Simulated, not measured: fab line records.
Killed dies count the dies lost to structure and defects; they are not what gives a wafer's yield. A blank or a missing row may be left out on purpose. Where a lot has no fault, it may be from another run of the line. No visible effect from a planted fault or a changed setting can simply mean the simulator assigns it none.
fab line records | flow n5_finfet
[record] lots = 6 | wafers = 18 | last_day = 18
route steps=1938 shown BEOL_M7@1275
lots with no fault: from the same line, run without faults
start_h: hours from the record's opening day to when the first of the lot's shown wafers began | wait_h: how many hours have passed since the lot's step before this one | " as in the row above | L1.1+2: a single row standing in for several wafers | - no value present, or no start provided | * or withheld: withheld | < > ~ a bound
route shown NAME@n: names a module that has steps shown in the file, with the first one's number in the route | usual: the fault-free wafers' mean and standard deviation | same: alike in all rows | chamber/n: place in a boat | sites: each site's reading | _std_site: the standard deviation of these | _edge_site: the outer-site mean with the inner-site mean subtracted | radius_mm: how far each site lies from the wafer's centre | mask NAME#n: copy n | behind: the last tool/chamber to shape the wafer | hold: the reason the lot was held/the length of the hold in hours/how it ended | device: names the non-switching transistor (n, p or np) | end of line: the route-end tests of the same wafers | step lacking rows: just its recipe | killed: count of dies lost to structure and defects at first sort (not the wafer's yield) | map: the dies of a wafer, with x for killed, . for not killed, _ for no die there
set.NAME: setting as actually run; set.NAME@STEP: the setting as run at that earlier step | model.NAME: the simulator's own value behind a step, which no gauge read
certain route steps with their lots: each step a table, each wafer a row
services: when a tool's chamber went out of use (start_h, in hours from the record's first day, below 0 if earlier), for how many hours, and the reason
[[steps]]
[step N5_BEOL_M7_DEVELOP_10]
[recipe] develop_time_s = 30 | developer = TMAH | resist = CAR-ArF | rinse_liquid = diw | dry = air_spin | dev_temp_c = 23
[step N5_BEOL_M7_CD_MEAS_11]
[recipe] target_cd_nm = 38.5 | landing_energy_ev = 500 | detector = se_inlens | polarity = opening
[usual] cd_nm = 38.7/0.52
lot.wafer | tool      | chamber | start_h | wait_h | cd_nm
L822.1    | cd_sem-02 | 0       | 207.96  | -      | 38.1
L822.3    | "         | 0       | "       | "      | 37.7
L822.5    | "         | 0       | "       | "      | 38.6
L824.4    | cd_sem-02 | 0       | 210.37  | -      | 38.4
L824.5    | "         | 0       | "       | "      | 39.1
L824.6    | "         | 0       | "       | "      | 39.0
L839.1    | cd_sem-03 | 0       | 296.04  | -      | 38.4
L839.4    | "         | 0       | "       | "      | 39.1
L839.5    | "         | 0       | "       | "      | 39.2
L838.2    | cd_sem-02 | 0       | 301.34  | -      | 39.2
L838.3    | "         | 0       | "       | "      | 38.9
L838.6    | "         | 0       | "       | "      | 39.0
L843.1    | cd_sem-01 | 0       | 333.07  | -      | 39.0
L843.2    | "         | 0       | "       | "      | 38.8
L843.6    | "         | 0       | "       | "      | 39.3
L844.1    | cd_sem-02 | 0       | 333.23  | -      | 38.4
L844.3    | "         | 0       | "       | "      | 39.0
L844.6    | "         | 0       | "       | "      | 39.1
[step N5_BEOL_M7_OVL_MEAS_12]
[recipe] points_per_wafer = 44
[usual] M7_OVL = -0.6/0.93
lot.wafer | tool       | chamber | start_h | wait_h | M7_OVL[nm]
L822.1    | overlay-02 | 0       | 207.99  | 0.0    | -0.9
L822.3    | "          | 0       | "       | "      | -0.9
L822.5    | "          | 0       | "       | "      | 0.8
L824.4    | overlay-01 | 0       | 210.39  | 0.0    | -1.1
L824.5    | "          | 0       | "       | "      | -1.7
L824.6    | "          | 0       | "       | "      | -0.9
L839.1    | overlay-02 | 0       | 296.07  | 0.0    | 0.0
L839.4    | "          | 0       | "       | "      | 0.7
L839.5    | "          | 0       | "       | "      | 0.4
L838.2    | overlay-01 | 0       | 301.37  | 0.0    | -0.6
L838.3    | "          | 0       | "       | "      | 0.9
L838.6    | "          | 0       | "       | "      | 0.5
L843.1    | overlay-02 | 0       | 333.10  | 0.0    | -1.3
L843.2    | "          | 0       | "       | "      | -1.1
L843.6    | "          | 0       | "       | "      | -1.2
L844.1    | overlay-01 | 0       | 333.26  | 0.0    | 0.4
L844.3    | "          | 0       | "       | "      | 0.0
L844.6    | "          | 0       | "       | "      | 0.0
[step N5_BEOL_M7_INSPECT_13]
[recipe] mode = adi | inspect_instrument = brightfield
[usual] raw_defect_count = 376/91
lot.wafer | tool              | chamber | start_h | wait_h | raw_defect_count
L822.1    | defect_inspect-01 | -       | 208.01  | 0.0    | 442
L822.3    | "                 | -       | "       | "      | 674
L822.5    | "                 | -       | "       | "      | 544
L824.4    | defect_inspect-02 | -       | 210.42  | 0.0    | 498
L824.5    | "                 | -       | "       | "      | 569
L824.6    | "                 | -       | "       | "      | 670
L839.1    | defect_inspect-02 | -       | 296.09  | 0.0    | 390
L839.4    | "                 | -       | "       | "      | 302
L839.5    | "                 | -       | "       | "      | 348
L838.2    | defect_inspect-02 | -       | 301.39  | 0.0    | 218
L838.3    | "                 | -       | "       | "      | 168
L838.6    | "                 | -       | "       | "      | 249
L843.1    | defect_inspect-01 | -       | 333.13  | 0.0    | 277
L843.2    | "                 | -       | "       | "      | 294
L843.6    | "                 | -       | "       | "      | 500
L844.1    | defect_inspect-02 | -       | 333.29  | 0.0    | 407
L844.3    | "                 | -       | "       | "      | 526
L844.6    | "                 | -       | "       | "      | 314
[step N5_BEOL_M7_DESCUM_16]
[recipe] chemistry = O2 | time_s = 7.9 | source_power_w = 50 | bias_power_w = 20 | pressure_mtorr = 20 | rf_frequency_hz = 2.712e+07 | temp_c = 40 | resist = CAR-ArF | o2_flow_sccm = 225
[usual] drypump_motor_current_A = 5.6/0.45 | oes_product_au = 0.80/0.085 | rf_fwd_power_W = 49.30/0.22 | rf_vpp_V = 243.0/1.4 | showerhead_plenum_p_Torr = 2.09/0.082 | throttle_valve_pct = 20.4/0.32
lot.wafer | tool        | chamber | start_h | wait_h | drypump_motor_current_A | oes_product_au | rf_fwd_power_W | rf_hours_counter_h | rf_vpp_V | showerhead_plenum_p_Torr | throttle_valve_pct
L822.1    | rie_diel-05 | 0       | 208.05  | 0.0    | 6.1                     | 0.93           | 49.27          | 35                 | 242.3    | 2.05                     | 20.0
L822.3    | "           | 1       | "       | "      | 5.5                     | 0.74           | 49.52          | 174                | 240.9    | 2.01                     | 20.3
L822.5    | "           | 3       | "       | "      | 5.4                     | 0.81           | 49.08          | -                  | 242.1    | 2.13                     | 20.7
L824.4    | rie_diel-05 | 3       | 210.57  | 0.1    | 5.4                     | 0.82           | 49.22          | 87                 | 243.5    | 2.13                     | 20.6
L824.5    | "           | 2       | "       | "      | 5.8                     | 0.74           | 48.91          | -                  | 243.4    | 2.12                     | 20.8
L824.6    | "           | 3       | "       | "      | 5.4                     | 0.82           | 49.40          | -                  | 244.3    | 2.13                     | 20.7
L839.1    | rie_diel-03 | 1       | 296.13  | 0.0    | 4.9                     | 0.88           | 49.01          | 42                 | 242.6    | 2.13                     | 20.4
L839.4    | "           | 1       | "       | "      | 4.9                     | 0.89           | 48.97          | -                  | 245.5    | 2.14                     | 20.4
L839.5    | "           | 3       | "       | "      | 5.9                     | 0.85           | 49.51          | -                  | 243.6    | 2.12                     | 20.3
L838.2    | rie_diel-05 | 2       | 301.73  | 0.3    | 5.8                     | 0.71           | 48.88          | 174                | 244.0    | 2.11                     | 20.8
L838.3    | "           | 1       | "       | "      | 5.5                     | 0.72           | 49.49          | 199                | 241.2    | 2.00                     | 20.3
L838.6    | "           | 2       | "       | "      | 5.8                     | 0.71           | 49.11          | -                  | 244.4    | 2.11                     | 20.8
L843.1    | rie_diel-04 | 0       | 333.45  | 0.3    | 6.3                     | 0.79           | 49.48          | 92                 | 242.7    | 2.01                     | 20.6
L843.2    | "           | 1       | "       | "      | 5.0                     | 0.89           | 49.10          | 26                 | 241.5    | 2.03                     | 20.1
L843.6    | "           | 1       | "       | "      | 5.0                     | 0.88           | 49.41          | -                  | 241.6    | 2.03                     | 20.1
L844.1    | rie_diel-03 | 1       | 333.56  | 0.3    | 4.9                     | 0.86           | 49.07          | 53                 | 243.9    | 2.13                     | 20.4
L844.3    | "           | 0       | "       | "      | 5.8                     | 0.68           | 49.19          | 224                | 244.6    | 2.18                     | 21.1
L844.6    | "           | 0       | "       | "      | 5.8                     | 0.67           | 49.31          | -                  | 242.4    | 2.18                     | 21.1
[step N5_BEOL_M7_ETCH_61]
[recipe] chemistry = CF4 | target = SiARC | target_depth_a = 455 | mask_material = CAR-ArF | time_s = 75.8 | ion_energy_ev = 80 | pressure_mtorr = 40 | source_w = 545 | bias_w = 36 | Ar_flow_sccm = 100 | cf4_flow_sccm = 100 | ends = cleared
[usual] drypump_motor_current_A = 5.6/0.45 | etch_rf_on_time_s = 75.4/1.8 | oes_product_au = 0.68/0.073 | rf_fwd_power_W = 538.7/2.1 | rf_vpp_V = 183.9/1.2 | showerhead_plenum_p_Torr = 2.14/0.077 | throttle_valve_pct = 15.57/0.26
lot.wafer | tool        | chamber | start_h | wait_h | drypump_motor_current_A | etch_rf_on_time_s | oes_product_au | rf_fwd_power_W | rf_hours_counter_h | rf_vpp_V | showerhead_plenum_p_Torr | throttle_valve_pct
L822.1    | rie_diel-05 | 0       | 208.08  | 0.0    | 6.1                     | 76.8              | 0.78           | 540.6          | 35                 | 184.2    | 2.10                     | 15.14
L822.3    | "           | 1       | "       | "      | 5.5                     | 75.3              | 0.62           | 537.6          | 174                | 183.4    | 2.04                     | 15.41
L822.5    | "           | 3       | "       | "      | 5.4                     | 74.4              | 0.70           | 536.9          | -                  | 183.9    | 2.15                     | 15.64
L824.4    | rie_diel-05 | 3       | 210.60  | 0.0    | 5.4                     | 73.6              | 0.70           | 536.4          | 87                 | 183.0    | 2.15                     | 15.63
L824.5    | "           | 2       | "       | "      | 5.8                     | 76.6              | 0.63           | 538.4          | -                  | 183.9    | 2.14                     | 15.76
L824.6    | "           | 3       | "       | "      | 5.5                     | 74.0              | 0.70           | 535.2          | -                  | 184.7    | 2.15                     | 15.62
L839.1    | rie_diel-03 | 1       | 296.16  | 0.0    | 4.9                     | 73.7              | 0.76           | 537.1          | 42                 | 184.0    | 2.18                     | 15.47
L839.4    | "           | 1       | "       | "      | 4.9                     | 73.3              | 0.76           | 540.2          | -                  | 183.9    | 2.18                     | 15.47
L839.5    | "           | 3       | "       | "      | 5.9                     | 74.8              | 0.72           | 535.0          | -                  | 185.2    | 2.18                     | 15.56
L838.2    | rie_diel-05 | 2       | 301.76  | 0.0    | 5.8                     | 76.5              | 0.61           | 536.7          | 174                | 184.7    | 2.13                     | 15.81
L838.3    | "           | 1       | "       | "      | 5.5                     | 76.5              | 0.60           | 538.3          | 199                | 181.5    | 2.03                     | 15.44
L838.6    | "           | 2       | "       | "      | 5.8                     | 77.4              | 0.61           | 539.5          | -                  | 184.4    | 2.13                     | 15.80
L843.1    | rie_diel-04 | 0       | 333.48  | 0.0    | 6.3                     | 72.6              | 0.70           | 541.1          | 92                 | 183.2    | 2.06                     | 15.72
L843.2    | "           | 1       | "       | "      | 5.0                     | 73.9              | 0.75           | 535.6          | 26                 | 185.0    | 2.09                     | 15.30
L843.6    | "           | 1       | "       | "      | 5.0                     | 74.2              | 0.75           | 536.8          | -                  | 183.8    | 2.09                     | 15.32
L844.1    | rie_diel-03 | 1       | 333.60  | 0.0    | 4.9                     | 74.0              | 0.74           | 538.4          | 53                 | 184.9    | 2.18                     | 15.49
L844.3    | "           | 0       | "       | "      | 5.7                     | 78.1              | 0.58           | 541.2          | 224                | 184.1    | 2.20                     | 16.12
L844.6    | "           | 0       | "       | "      | 5.7                     | 78.3              | 0.58           | 539.3          | -                  | 185.3    | 2.20                     | 16.13
[step N5_BEOL_M7_ETCH_62]
[recipe] chemistry = N2/H2 | target = SOC | target_depth_a = 1100 | overetch_a = 220 | mask_material = SiARC | temp_c = 40 | time_s = 165 | ion_energy_ev = 200 | pressure_mtorr = 30 | source_w = 840 | bias_w = 150 | n2_flow_sccm = 200 | h2_flow_sccm = 200
[usual] drypump_motor_current_A = 5.6/0.45 | oes_product_au = 0.68/0.066 | rf_fwd_power_W = 837.0/2.7 | rf_vpp_V = 523.9/2.6 | showerhead_plenum_p_Torr = 2.54/0.093 | throttle_valve_pct = 17.8/0.31
lot.wafer | tool        | chamber | start_h | wait_h | drypump_motor_current_A | oes_product_au | rf_fwd_power_W | rf_hours_counter_h | rf_vpp_V | showerhead_plenum_p_Torr | throttle_valve_pct
L822.1    | rie_diel-05 | 0       | 208.14  | 0.0    | 6.1                     | 0.77           | 835.3          | 35                 | 523.1    | 2.50                     | 17.4
L822.3    | "           | 1       | "       | "      | 5.5                     | 0.62           | 835.4          | 175                | 519.5    | 2.41                     | 17.5
L822.5    | "           | 3       | "       | "      | 5.4                     | 0.69           | 838.4          | -                  | 524.4    | 2.55                     | 17.9
L824.4    | rie_diel-05 | 3       | 210.66  | 0.0    | 5.4                     | 0.68           | 835.6          | 87                 | 525.2    | 2.55                     | 17.8
L824.5    | "           | 2       | "       | "      | 5.8                     | 0.63           | 836.7          | -                  | 525.3    | 2.54                     | 18.1
L824.6    | "           | 3       | "       | "      | 5.4                     | 0.68           | 836.1          | -                  | 523.7    | 2.55                     | 17.8
L839.1    | rie_diel-03 | 1       | 296.22  | 0.0    | 4.9                     | 0.74           | 837.5          | 42                 | 524.9    | 2.61                     | 18.0
L839.4    | "           | 1       | "       | "      | 4.9                     | 0.75           | 837.7          | -                  | 524.8    | 2.61                     | 18.0
L839.5    | "           | 3       | "       | "      | 5.9                     | 0.71           | 837.3          | -                  | 524.9    | 2.55                     | 17.5
L838.2    | rie_diel-05 | 2       | 301.82  | 0.0    | 5.8                     | 0.62           | 834.9          | 174                | 523.0    | 2.53                     | 18.1
L838.3    | "           | 1       | "       | "      | 5.5                     | 0.60           | 835.3          | 199                | 520.7    | 2.40                     | 17.5
L838.6    | "           | 2       | "       | "      | 5.8                     | 0.61           | 834.7          | -                  | 523.8    | 2.53                     | 18.1
L843.1    | rie_diel-04 | 0       | 333.54  | 0.0    | 6.3                     | 0.68           | 838.0          | 92                 | 519.8    | 2.47                     | 18.1
L843.2    | "           | 1       | "       | "      | 5.0                     | 0.73           | 838.0          | 26                 | 520.5    | 2.47                     | 17.4
L843.6    | "           | 1       | "       | "      | 5.0                     | 0.73           | 841.1          | -                  | 521.6    | 2.47                     | 17.4
L844.1    | rie_diel-03 | 1       | 333.65  | 0.0    | 4.9                     | 0.72           | 834.2          | 53                 | 526.8    | 2.61                     | 18.0
L844.3    | "           | 0       | "       | "      | 5.8                     | 0.59           | 839.0          | 224                | 525.4    | 2.63                     | 18.3
L844.6    | "           | 0       | "       | "      | 5.8                     | 0.59           | 840.4          | -                  | 526.0    | 2.63                     | 18.3
[step N5_BEOL_M7_STRIP_68]
[recipe] chemistry = N2/H2 | temp_c = 40 | n2_flow_sccm = 200 | h2_flow_sccm = 200 | rf_frequency_hz = 6e+07
[step N5_BEOL_M7_STRIP_67]
[recipe] chemistry = CF4 | resist = SiARC | power_w = 300 | bias_power_w = 75 | pressure_mtorr = 50 | cf4_flow_sccm = 150 | rf_frequency_hz = 6e+07
[usual] drypump_motor_current_A = 5.6/0.45 | oes_product_au = 0.80/0.078 | rf_vpp_V = 271.1/1.7 | showerhead_plenum_p_Torr = 1.79/0.064 | throttle_valve_pct = 13.53/0.28
lot.wafer | tool        | chamber | start_h | wait_h | drypump_motor_current_A | oes_product_au | rf_hours_counter_h | rf_vpp_V | showerhead_plenum_p_Torr | throttle_valve_pct
L822.1    | rie_diel-05 | 0       | 208.28  | 0.0    | 6.1                     | 0.90           | 35                 | 270.9    | 1.76                     | 13.09
L822.3    | "           | 1       | "       | "      | 5.5                     | 0.74           | 175                | 268.7    | 1.71                     | 13.46
L822.5    | "           | 3       | "       | "      | 5.4                     | 0.81           | -                  | 271.5    | 1.80                     | 13.54
L824.4    | rie_diel-05 | 3       | 210.80  | 0.0    | 5.4                     | 0.80           | 87                 | 271.4    | 1.80                     | 13.57
L824.5    | "           | 2       | "       | "      | 5.8                     | 0.74           | -                  | 271.7    | 1.79                     | 13.71
L824.6    | "           | 3       | "       | "      | 5.4                     | 0.81           | -                  | 272.1    | 1.80                     | 13.55
L839.1    | rie_diel-03 | 1       | 296.37  | 0.0    | 4.9                     | 0.87           | 42                 | 271.9    | 1.83                     | 13.43
L839.4    | "           | 1       | "       | "      | 4.9                     | 0.87           | -                  | 271.2    | 1.83                     | 13.43
L839.5    | "           | 3       | "       | "      | 5.9                     | 0.85           | -                  | 270.6    | 1.82                     | 13.48
L838.2    | rie_diel-05 | 2       | 301.97  | 0.0    | 5.8                     | 0.73           | 174                | 268.2    | 1.78                     | 13.74
L838.3    | "           | 1       | "       | "      | 5.5                     | 0.71           | 199                | 269.3    | 1.71                     | 13.52
L838.6    | "           | 2       | "       | "      | 5.8                     | 0.72           | -                  | 271.0    | 1.78                     | 13.78
L843.1    | rie_diel-04 | 0       | 333.68  | 0.0    | 6.3                     | 0.79           | 93                 | 271.2    | 1.73                     | 13.70
L843.2    | "           | 1       | "       | "      | 5.0                     | 0.87           | 26                 | 270.9    | 1.75                     | 13.25
L843.6    | "           | 1       | "       | "      | 5.0                     | 0.86           | -                  | 271.0    | 1.75                     | 13.27
L844.1    | rie_diel-03 | 1       | 333.80  | 0.0    | 4.9                     | 0.85           | 53                 | 271.0    | 1.83                     | 13.46
L844.3    | "           | 0       | "       | "      | 5.8                     | 0.69           | 224                | 272.0    | 1.85                     | 14.11
L844.6    | "           | 0       | "       | "      | 5.8                     | 0.69           | -                  | 273.3    | 1.85                     | 14.11
[step N5_BEOL_M7_HM_OPEN_17]
[recipe] chemistry = Cl2/BCl3 | target_depth_a = 200 | overetch_a = 60 | target = TiN | mask_material = SOC | ion_energy_ev = 150 | pressure_mtorr = 10 | icp_w = 1000 | bias_w = 126 | Cl2_flow_sccm = 53.25 | bcl3_flow_sccm = 21.75 | Ar_flow_sccm = 25
[step N5_BEOL_M7_STRIP_19]
[recipe] chemistry = O2 | power_w = 400 | temp_c = 40 | pressure_mtorr = 30 | rf_frequency_hz = 6e+07 | bias_power_w = 0 | overash_fraction = 0.2 | o2_flow_sccm = 225
[usual] drypump_motor_current_A = 5.6/0.44 | oes_product_au = 0.80/0.085 | rf_vpp_V = 3.7/0.62 | showerhead_plenum_p_Torr = 2.10/0.082 | throttle_valve_pct = 16.7/0.31
lot.wafer | tool        | chamber | start_h | wait_h | drypump_motor_current_A | oes_product_au | rf_hours_counter_h | rf_vpp_V | showerhead_plenum_p_Torr | throttle_valve_pct
L822.1    | rie_diel-05 | 0       | 208.55  | 0.2    | 6.1                     | 0.92           | 35                 | 3.3      | 2.05                     | 16.2
L822.3    | "           | 2       | "       | "      | 5.8                     | 0.73           | 148                | 4.0      | 2.12                     | 16.9
L822.5    | "           | 3       | "       | "      | 5.4                     | 0.81           | -                  | 3.4      | 2.13                     | 16.8
L824.4    | rie_diel-04 | 0       | 210.96  | 0.1    | 6.3                     | 0.84           | 55                 | 4.1      | 2.03                     | 16.8
L824.5    | "           | 2       | "       | "      | 5.0                     | 0.73           | -                  | 3.7      | 1.99                     | 16.6
L824.6    | "           | 1       | "       | "      | 5.0                     | 0.67           | -                  | 4.1      | 2.04                     | 16.8
L839.1    | rie_diel-04 | 3       | 296.52  | 0.1    | 5.4                     | 0.81           | 69                 | 4.2      | 2.23                     | 16.3
L839.4    | "           | 0       | "       | "      | 6.3                     | 0.81           | 81                 | 4.0      | 2.02                     | 16.8
L839.5    | "           | 3       | "       | "      | 5.4                     | 0.82           | -                  | 3.9      | 2.23                     | 16.2
L838.2    | rie_diel-03 | 0       | 302.12  | 0.1    | 5.8                     | 0.67           | 213                | 3.0      | 2.19                     | 17.3
L838.3    | "           | 3       | "       | "      | 5.9                     | 0.84           | 63                 | 2.8      | 2.12                     | 16.6
L838.6    | "           | 1       | "       | "      | 4.9                     | 0.87           | -                  | 4.0      | 2.14                     | 16.6
L843.1    | rie_diel-03 | 1       | 333.84  | 0.1    | 4.9                     | 0.86           | 53                 | 2.9      | 2.13                     | 16.6
L843.2    | "           | 3       | "       | "      | 5.9                     | 0.83           | 74                 | 3.3      | 2.12                     | 16.6
L843.6    | "           | 1       | "       | "      | 4.9                     | 0.86           | -                  | 3.9      | 2.13                     | 16.6
L844.1    | rie_diel-03 | 2       | 333.95  | 0.1    | 5.9                     | 0.96           | 8                  | 3.8      | 2.24                     | 16.3
L844.3    | "           | 1       | "       | "      | 4.9                     | 0.86           | 53                 | 3.3      | 2.13                     | 16.6
L844.6    | "           | 1       | "       | "      | 4.9                     | 0.85           | -                  | 4.1      | 2.13                     | 16.6
[step N5_BEOL_M7_CD_MEAS_18]
[recipe] pitch_nm = 80 | target_cd_nm = 40
[usual] cd_nm = 40.1/0.56
lot.wafer | tool      | chamber | start_h | wait_h | cd_nm
L822.1    | cd_sem-02 | -       | 208.62  | 0.0    | 40.1
L822.3    | "         | -       | "       | "      | 39.4
L822.5    | "         | -       | "       | "      | 40.0
L824.4    | cd_sem-01 | -       | 211.03  | 0.1    | 39.9
L824.5    | "         | -       | "       | "      | 40.5
L824.6    | "         | -       | "       | "      | 40.6
L839.1    | cd_sem-03 | -       | 296.59  | 0.0    | 40.1
L839.4    | "         | -       | "       | "      | 40.6
L839.5    | "         | -       | "       | "      | 40.6
L838.2    | cd_sem-01 | -       | 302.19  | 0.1    | 41.2
L838.3    | "         | -       | "       | "      | 40.6
L838.6    | "         | -       | "       | "      | 40.2
L843.1    | cd_sem-03 | -       | 333.91  | 0.0    | 40.4
L843.2    | "         | -       | "       | "      | 40.3
L843.6    | "         | -       | "       | "      | 40.1
L844.1    | cd_sem-01 | -       | 334.02  | 0.0    | 40.5
L844.3    | "         | -       | "       | "      | 39.8
L844.6    | "         | -       | "       | "      | 40.1
[step N5_BEOL_M7_COAT_63]
[recipe] resist = SOC | temp_c = 250 | time_s = 60 | spin_rpm = 1500 | resist_thk_nm = 60
[usual] heater_power_total_W = 500.4/1.9 | plate_temp_C = 250.01/0.18 | resist_line_temp_C = 23.00/0.11
lot.wafer | tool           | chamber | start_h | wait_h | heater_power_total_W | plate_temp_C | resist_line_temp_C
L822.1    | litho_track-04 | 0       | 208.66  | 0.0    | 500.4                | 249.92       | 22.97
L822.3    | "              | 0       | "       | "      | 499.4                | 249.63       | 23.04
L822.5    | "              | 0       | "       | "      | 501.2                | 249.99       | 22.91
L824.4    | litho_track-05 | 0       | 211.07  | 0.0    | 502.8                | 250.03       | 23.08
L824.5    | "              | 0       | "       | "      | 497.6                | 249.91       | 22.86
L824.6    | "              | 0       | "       | "      | 502.3                | 249.86       | 22.91
L839.1    | litho_track-04 | 0       | 297.96  | 1.4    | 816.6                | 262.27       | 22.89
L839.4    | "              | 0       | "       | "      | 816.6                | 262.47       | 22.97
L839.5    | "              | 0       | "       | "      | 815.7                | 262.56       | 23.07
L838.2    | litho_track-04 | 0       | 303.34  | 1.1    | 815.7                | 262.32       | 23.24
L838.3    | "              | 0       | "       | "      | 815.1                | 262.59       | 23.01
L838.6    | "              | 0       | "       | "      | 815.8                | 262.63       | 22.96
L844.1    | litho_track-01 | 0       | 335.27  | 1.3    | 500.7                | 250.01       | 23.04
L844.3    | "              | 0       | "       | "      | 498.8                | 250.14       | 23.08
L844.6    | "              | 0       | "       | "      | 498.3                | 250.18       | 23.02
L843.1    | litho_track-05 | 0       | 335.28  | 1.4    | 501.5                | 249.90       | 23.01
L843.2    | "              | 0       | "       | "      | 503.3                | 250.04       | 23.02
L843.6    | "              | 0       | "       | "      | 501.7                | 250.01       | 23.25
[step N5_BEOL_M7_COAT_64]
[recipe] resist = SiARC | temp_c = 220 | time_s = 60 | spin_rpm = 1500 | resist_thk_nm = 12
[[services]]
tool        | chamber | start_h | hours | kind
rie_diel-04 | -       | 199.56  | 1.0   | repair
rie_diel-04 | 1       | 231.91  | -     | clean
rie_diel-04 | 1       | 231.91  | -     | consumable_replace:focus_ring
rie_diel-04 | 1       | 231.91  | 14.9  | scheduled_down
rie_diel-04 | 1       | 231.91  | 14.9  | vent_cycle
rie_diel-05 | -       | 243.98  | 0.4   | repair
rie_diel-05 | 1       | 248.26  | 8.4   | repair
rie_diel-05 | -       | 265.91  | 4.3   | pm
rie_diel-05 | -       | 283.06  | 1.3   | repair
rie_diel-03 | 2       | 284.87  | -     | clean
rie_diel-03 | 2       | 284.87  | -     | consumable_replace:focus_ring
rie_diel-03 | 2       | 284.87  | -     | consumable_replace:showerhead
rie_diel-03 | 2       | 284.87  | 22.5  | scheduled_down
rie_diel-03 | 2       | 284.87  | 22.5  | vent_cycle
rie_diel-04 | 2       | 310.40  | 11.5  | repair
[[key]]
[first_sign] step = N5_BEOL_M7_COAT_63 | reading = heater_power_total_W | direction = up | sigmas = 99+ | usual = * | struck = *
[effect] step = N5_BEOL_M7_COAT_63 | reading = plate_temp_C | direction = up | sigmas = 68 | usual = * | struck = *
met_at N5_BEOL_M7_COAT_63
struck_wafers L838.2,L838.3,L838.6,L839.1,L839.4,L839.5
onset_between 208.66 297.96
[fault] kind = process_parameter_drift | tool = litho_track-04 | chamber = - | onset_h = 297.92 | steps = N5_BEOL_M7_COAT_63 | channel = temp_c | offset = * | shape = step | end_h = 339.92 | acts_in = * | stated = *
